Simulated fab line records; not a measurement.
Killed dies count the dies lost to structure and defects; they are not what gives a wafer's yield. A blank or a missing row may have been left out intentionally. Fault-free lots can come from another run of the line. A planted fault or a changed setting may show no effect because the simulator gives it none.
fab line records	flow n5-finfet
[record] lots = 11	wafers = 30	last-day = 17
route steps=1938 shown WELL_APT@32 PMOS_HMC_CHANNEL_EPI@66 BEOL_M4@1111 PASSIVATION@1936
lots untouched by any fault: they come from a run of this same line in which no faults occurred
start-h: hours from the record's first day to the start of the lot's first wafer shown	wait-h: hours since the lot's step before	" repeats the value in the row above	L1.1+2: a single row standing in for several wafers	- no value, or no start was given	* or withheld: withheld	< > ~ a bound
route shown NAME@n: NAME is a module with steps in the file, n the number in the route of the first one	usual: the fault-free wafers' mean and standard deviation	same: alike in all rows	chamber/n: place in a boat	sites: per-site readings	_std_site: the standard deviation of these	_edge_site: the outer-site mean with the inner-site mean subtracted	radius-mm: for every site, how far away it sits from the centre of the wafer	mask NAME#n: copy n	behind: tool/chamber where the wafer was last shaped	hold: cause of the lot's hold/its duration in hours/its outcome	device: the transistor (n, p or np) that didn't switch	end of line: the route-end tests of the same wafers	for a step that has no rows: nothing shown but its recipe	killed: at the first sort, the dies lost to defects and structure; wafer yield is something else	map: dies across one wafer; x = killed, . = not, _ = none there
set.NAME: the run value of the setting; set.NAME@STEP: its run value at that earlier step	model.NAME: the simulator's own value behind a step, which no gauge read
route steps across a sampled set of lots; one table per step, one row per wafer
services: the hour from which a tool's chamber was out of use, counted from the record's first day as start-h (under 0 if before that day), plus the number of hours and why
[[steps]]
[step N5_WELL_APT_IMPLANT_14]
[recipe] species = P	energy-kev = 160	dose-cm2 = 1.5e+13	tilt-deg = 0	rotation-deg = 0
[usual] dose-ions-cm2 = 1.4999e+13/1.5e+10	end-station-pressure-torr = 5.16e-06/2.6e-07	faraday-current-uA = 190/4.2	tilt-deg = 0.000/0.016
lot.wafer	tool	chamber	start-h	wait-h	dose-ions-cm2	end-station-pressure-torr	faraday-current-uA	tilt-deg
L626.2	implanter-01	0	20.75	0.1	1.4997e+13	5.67e-06	181	0.014
L626.3	"	0	"	"	1.4999e+13	5.19e-06	191	-0.008
L626.6	"	0	"	"	1.5031e+13	4.92e-06	188	-0.008
L627.1	implanter-02	0	25.94	0.1	1.4974e+13	5.3e-06	191	-0.023
L627.3	"	0	"	"	1.498e+13	5.34e-06	189	-0.013
L628.2	implanter-01	0	32.21	0.1	1.4987e+13	5.38e-06	194	-0.010
L628.3	"	0	"	"	1.503e+13	4.72e-06	191	0.015
L628.6	"	0	"	"	1.5007e+13	5.3e-06	188	-0.002
L629.1	implanter-02	0	38.42	0.1	1.5016e+13	5.16e-06	191	0.006
L629.2	"	0	"	"	1.5013e+13	5.2e-06	186	0.011
L629.5	"	0	"	"	1.5002e+13	5.14e-06	187	0.005
L632.3	implanter-01	0	56.16	0.1	8.77e+12	4.47e-06	116	0.014
L632.4	"	0	"	"	8.746e+12	5.31e-06	115	0
L632.5	"	0	"	"	8.737e+12	5.13e-06	109	0.007
L634.4	implanter-01	0	68.38	0.2	8.749e+12	5.31e-06	114	0.000
L634.5	"	0	"	"	8.734e+12	5.57e-06	109	-0.015
L634.6	"	0	"	"	8.753e+12	4.84e-06	113	-0.016
L641.2	implanter-02	0	110.02	0.1	1.4995e+13	5e-06	188	0.019
L641.5	"	0	"	"	1.5002e+13	5.35e-06	189	0.006
L641.6	"	0	"	"	1.4999e+13	4.67e-06	197	-0.017
L644.3	implanter-01	0	127.81	0.1	1.5036e+13	4.88e-06	187	0.008
L644.4	"	0	"	"	1.5013e+13	4.82e-06	191	-0.005
L644.5	"	0	"	"	1.5007e+13	4.89e-06	195	-0.013
L645.2	implanter-02	0	134.02	0.1	1.4989e+13	5.13e-06	191	-0.007
L645.5	"	0	"	"	1.5015e+13	5.02e-06	199	0.009
L646.4	implanter-01	0	139.90	0.2	1.4989e+13	5.28e-06	188	-0.004
L646.6	"	0	"	"	1.5e+13	5.11e-06	196	-0.040
L648.1	implanter-01	0	152.32	0.1	1.4994e+13	5.16e-06	185	-0.009
L648.3	"	0	"	"	1.5002e+13	5.14e-06	193	-0.013
L648.4	"	0	"	"	1.4992e+13	5.55e-06	187	0.006
[step N5_WELL_APT_OVL_MEAS_26]
[recipe] points-per-wafer = 44
[usual] PWELL_OVL = -2/5.3
lot.wafer	tool	chamber	start-h	wait-h	PWELL_OVL[nm]
L626.2	overlay-02	0	21.71	0.0	1
L626.3	"	0	"	"	4
L626.6	"	0	"	"	-3
L627.1	overlay-02	0	26.90	0.0	-8
L627.3	"	0	"	"	0
L628.2	overlay-02	0	33.27	0.0	2
L628.3	"	0	"	"	3
L628.6	"	0	"	"	4
L629.1	overlay-01	0	39.41	0.0	3
L629.2	"	0	"	"	10
L629.5	"	0	"	"	3
L632.3	overlay-02	0	57.06	0.0	-3
L632.4	"	0	"	"	-4
L632.5	"	0	"	"	-3
L634.4	overlay-02	0	69.25	0.0	2
L634.5	"	0	"	"	0
L634.6	"	0	"	"	-7
L641.2	overlay-01	0	110.98	0.0	-2
L641.5	"	0	"	"	-6
L641.6	"	0	"	"	-4
L644.3	overlay-01	0	128.85	0.0	5
L644.4	"	0	"	"	-3
L644.5	"	0	"	"	-6
L645.2	overlay-01	0	134.96	0.0	-6
L645.5	"	0	"	"	-5
L646.4	overlay-02	0	140.78	0.0	-6
L646.6	"	0	"	"	2
L648.1	overlay-01	0	153.42	0.0	-10
L648.3	"	0	"	"	-8
L648.4	"	0	"	"	-9
[step N5_PMOS_HMC_CHANNEL_EPI_OVL_MEAS_10]
[recipe] points-per-wafer = 44
[usual] PMOS_HMC_BLK_OVL = 0.3/0.68
lot.wafer	tool	chamber	start-h	wait-h	PMOS_HMC_BLK_OVL[nm]
L626.2	overlay-02	0	23.86	0.0	1.7
L626.3	"	0	"	"	2.2
L626.6	"	0	"	"	1.3
L627.1	overlay-02	0	29.10	0.0	0.2
L627.3	"	0	"	"	0.0
L628.2	overlay-01	0	35.45	0.0	0.3
L628.3	"	0	"	"	0.7
L628.6	"	0	"	"	1.0
L629.1	overlay-01	0	41.68	0.0	0.0
L629.2	"	0	"	"	0.4
L629.5	"	0	"	"	0.0
L632.3	overlay-02	0	59.26	0.0	-1.2
L632.4	"	0	"	"	-0.8
L632.5	"	0	"	"	-0.6
L634.4	overlay-02	0	71.81	0.0	1.5
L634.5	"	0	"	"	1.2
L634.6	"	0	"	"	0.4
L641.2	overlay-01	0	113.15	0.0	0.8
L641.5	"	0	"	"	1.4
L641.6	"	0	"	"	0.6
L644.3	overlay-01	0	131.12	0.0	0.0
L644.4	"	0	"	"	0.2
L644.5	"	0	"	"	-0.8
L645.2	overlay-02	0	137.30	0.0	0.8
L645.5	"	0	"	"	0.5
L646.4	overlay-02	0	143.08	0.0	0.7
L646.6	"	0	"	"	1.3
L648.1	overlay-02	0	155.98	0.0	-1.0
L648.3	"	0	"	"	1.1
L648.4	"	0	"	"	-0.3
[step N5_PMOS_HMC_CHANNEL_EPI_FIN_RECESS_16]
[recipe] chemistry = HBr/Cl2	target = Si	mask-material = SiO2	target-depth-a = 540	time-s = 18	pressure-mtorr = 10	icp-w = 800	bias-w = 75	HBr_flow_sccm = 150	Cl2_flow_sccm = 80
[usual] drypump-motor-current-A = 5.5/0.36	oes-product-au = 1.004/0.015	throttle-valve-pct = 35.6/0.34
lot.wafer	tool	chamber	start-h	wait-h	drypump-motor-current-A	oes-product-au	rf-hours-counter-h	throttle-valve-pct
L626.2	rie-si-03	0	24.38	0.0	5.0	1.012	3	34.8
L626.3	"	3	"	"	5.6	1.013	147	35.5
L626.6	"	2	"	"	5.5	1.015	-	36.1
L627.1	rie-si-01	0	29.61	0.0	5.6	0.967	79	35.5
L627.3	"	3	"	"	5.2	1.024	4	35.4
L628.2	rie-si-05	1	35.97	0.0	6.3	1.016	93	35.5
L628.3	"	3	"	"	5.6	1.022	4	35.9
L628.6	"	0	"	"	5.0	0.999	-	35.6
L629.1	rie-si-03	1	42.20	0.0	5.3	0.990	121	35.3
L629.2	"	3	"	"	5.5	1.004	148	35.5
L629.5	"	2	"	"	5.5	1.019	-	36.1
L632.3	rie-si-05	1	59.78	0.0	6.2	1.011	94	35.5
L632.4	"	2	"	"	5.2	0.997	44	35.9
L632.5	"	1	"	"	6.2	1.012	-	35.6
L634.4	rie-si-01	2	72.35	0.0	6.0	1.007	1	35.9
L634.5	"	1	"	"	5.8	1.008	-	35.5
L634.6	"	0	"	"	5.6	0.985	-	35.5
L641.2	rie-si-01	0	113.67	0.0	5.6	0.975	80	35.5
L641.5	"	2	"	"	6.0	1.002	-	36.0
L641.6	"	3	"	"	5.1	1.026	-	35.4
L644.3	rie-si-01	2	131.72	0.0	6.0	0.995	2	36.0
L644.4	"	1	"	"	5.8	0.997	184	35.5
L644.5	"	0	"	"	5.6	0.977	-	35.5
L645.2	rie-si-01	0	137.82	0.0	5.6	0.979	81	35.5
L645.5	"	2	"	"	6.0	1.006	-	35.9
L646.4	rie-si-01	0	143.76	0.0	5.7	0.976	81	35.5
L646.6	"	2	"	"	6.0	0.986	-	35.9
L648.1	rie-si-03	3	156.49	0.0	5.5	1.007	150	35.4
L648.3	"	0	"	"	5.1	1.002	6	34.8
L648.4	"	1	"	"	5.4	0.987	123	35.3
[step N5_BEOL_M4_RC_MEAS_101]
[usual] DIBL_N = 36.3/1.6	DIBL_P = 36.2/2	IOFF_N = 0.160/0.028	IOFF_P = 0.21/0.036	ION_N = 677/11	ION_P = 465/6.9	RS_NWELL = 1038/6.2	SS_N = 71.5/0.55	SS_P = 73.3/0.64	VT_N = 250/3	VT_P = -250/3.5
lot.wafer	tool	chamber	start-h	wait-h	DIBL_N[mV/V]	DIBL_P[mV/V]	IOFF_N[nA/um]	IOFF_P[nA/um]	ION_N[uA/um]	ION_P[uA/um]	RS_NWELL[ohm/sq]	SS_N[mV/dec]	SS_P[mV/dec]	VT_N[mV]	VT_P[mV]
L626.2	prober-02	0	168.04	0.2	35.3	35.1	0.145	0.20	682	464	1019	70.8	72.4	250	-248
L626.3	"	0	"	"	36.1	35.6	0.159	0.21	679	471	1025	70.7	72.5	248	-247
L626.6	"	0	"	"	36.5	36.0	0.167	0.22	675	462	1029	70.7	72.9	249	-251
L627.1	prober-01	0	172.22	0.0	32.7	32.0	0.112	0.15	668	454	1039	70.4	72.0	253	-257
L627.3	"	0	"	"	35.3	35.6	0.149	0.19	671	462	1032	71.5	72.9	249	-253
L628.2	prober-01	0	193.52	0.2	37.0	35.5	0.146	0.23	678	464	1041	71.7	72.9	249	-247
L628.3	"	0	"	"	38.2	37.4	0.175	0.26	678	474	1039	71.3	73.4	247	-245
L628.6	"	0	"	"	39.1	37.2	0.185	0.27	683	467	1042	72.3	73.3	247	-243
L629.1	prober-01	0	200.16	0.0	33.3	33.7	0.114	0.15	660	456	1042	70.6	72.6	256	-255
L629.2	"	0	"	"	34.5	34.8	0.136	0.17	679	470	1033	70.5	72.8	255	-252
L629.5	"	0	"	"	34.5	33.9	0.139	0.16	669	457	1034	71.2	73.1	252	-254
L632.3	prober-01	0	209.69	0.3	37.7	40.4	0.219	0.27	702	478	1408	71.6	74.7	243	-248
L632.4	"	0	"	"	35.0	36.8	0.160	0.20	675	459	1407	71.2	72.7	250	-252
L632.5	"	0	"	"	34.8	36.5	0.154	0.20	683	464	1398	70.9	73.0	248	-249
L634.4	prober-01	0	231.14	0.5	37.8	38.9	0.187	0.29	684	478	1387	71.4	73.6	246	-243
L634.5	"	0	"	"	38.0	39.1	0.190	0.29	688	479	1407	72.1	73.4	248	-243
L634.6	"	0	"	"	37.6	38.2	0.177	0.27	673	469	1383	71.1	73.6	248	-244
L641.2	prober-01	0	277.53	0.2	35.6	35.3	0.145	0.19	679	464	1034	71.6	72.9	250	-253
L641.5	"	0	"	"	36.2	35.9	0.151	0.20	674	459	1037	71.7	73.0	250	-252
L641.6	"	0	"	"	33.8	34.1	0.119	0.16	669	461	1038	70.7	71.9	253	-253
L644.3	prober-02	0	280.67	0.3	35.7	34.2	0.147	0.22	666	458	1038	71.0	72.6	250	-248
L644.4	"	0	"	"	38.5	38.1	0.206	0.27	692	471	1046	72.0	74.1	245	-246
L644.5	"	0	"	"	37.5	35.7	0.178	0.23	697	476	1040	71.6	73.1	249	-250
L645.2	prober-01	0	300.23	0.2	33.4	31.5	0.118	0.16	669	455	1046	71.0	72.4	252	-255
L645.5	"	0	"	"	32.2	30.3	0.107	0.15	668	461	1047	69.9	72.7	255	-254
L646.4	prober-02	0	300.57	0.5	34.3	34.8	0.135	0.20	665	463	1041	71.1	73.0	251	-249
L646.6	"	0	"	"	34.5	34.4	0.128	0.18	665	462	1044	70.9	73.1	253	-252
L648.1	prober-02	0	309.49	0.0	36.5	36.4	0.155	0.19	671	453	1041	72.0	73.5	250	-254
L648.3	"	0	"	"	35.6	35.2	0.144	0.16	678	456	1035	71.4	73.4	251	-257
L648.4	"	0	"	"	36.0	35.8	0.139	0.17	670	452	1036	71.6	73.5	249	-253
[step N5_PASSIVATION_PROBE_49]
[usual] defect-limited-yield = 91.2/1.5	killed_at_M0_to_M3 = 36/10	killed_at_M4_up = 13/6	killed-at-contacts = 11/5.2	killed-at-front-end = 40/11	killed-at-other = 3.1/2.9	killed-dies = 104/17	killed-open = 66/12	killed-short = 34/7.7	sort_bin_5_function = 5.1/0.91	sort_bin_6_memory = 3.2/0.67	sort-n-pass = 1076/17	sort-yield-pct = 91.2/1.5
[same] gross-dies = 1180	killed-at-back-side = 0	sort_bin_4_leakage[%] = 0	sort_bin_8_speed[%] = 0
lot.wafer	tool	chamber	start-h	wait-h	defect-limited-yield[%]	killed_at_M0_to_M3	killed_at_M4_up	killed-at-contacts	killed-at-front-end	killed-at-other	killed-dies	killed-open	killed-short	sort_bin_5_function[%]	sort_bin_6_memory[%]	sort-n-pass	sort-yield-pct[%]
L632.5	prober-01	-	310.85	0.2	91.7	29	12	19	34	4	98	61	20	4.1	3.1	1082	91.7
// killed by level:class
L632.5 MOL_CONTACT_COAG:geometric-particle:open=15 HKMG_FIN:area-etch=11 BEOL_M1:geometric-particle:open=7 BEOL_M0_SAQP:geometric-particle:open=6 BEOL_M3:geometric-particle:open=6 STI_FIN_REVEAL:geometric-particle:open=5 FIN_SAQP:geometric-particle:short=4 BEOL_M2:geometric-particle:open=4
[[services]]
tool	chamber	start-h	hours	kind
implanter-02	-	-1.90	2.1	repair
rie-si-01	2	19.34	-	clean
rie-si-01	2	19.34	-	consumable-replace:focus-ring
rie-si-01	2	19.34	13.0	scheduled-down
rie-si-01	2	19.34	13.0	vent-cycle
implanter-01	-	32.78	0.7	repair
implanter-01	-	121.97	5.5	pm
implanter-01	-	129.35	6.7	repair
[[key]]
[first-sign] step = N5_WELL_APT_IMPLANT_14	reading = dose-ions-cm2	direction = down	sigmas = 99+	usual = 1.4999e+13	struck = 8.748e+12
[effect] step = N5_WELL_APT_IMPLANT_14	reading = faraday-current-uA	direction = down	sigmas = 18	usual = 190	struck = 113
[effect] step = N5_BEOL_M4_RC_MEAS_101	reading = RS_NWELL	direction = up	sigmas = 58	usual = 1038	struck = 1398
met-at N5_WELL_APT_IMPLANT_14
struck-lots L632,L634
[baseline-loss] step = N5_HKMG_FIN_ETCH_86	wafers = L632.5
not-acting-at N5_WELL_APT_OVL_MEAS_26,N5_PMOS_HMC_CHANNEL_EPI_OVL_MEAS_10,N5_PMOS_HMC_CHANNEL_EPI_FIN_RECESS_16
onset-between 32.21 56.16
[fault] kind = process-parameter-drift	tool = implanter-01	chamber = -	onset-h = 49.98	steps = N5_WELL_APT_IMPLANT_14	channel = dose-cm2	offset = -6.2401e+12	shape = step	end-h = 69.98	acts-in = these-recipes-only	stated = 1.5e+13
// baseline-loss: these wafers lose ten dies or more at that step, a loss of the line's own and not of a fault; the sort's usual values leave them out
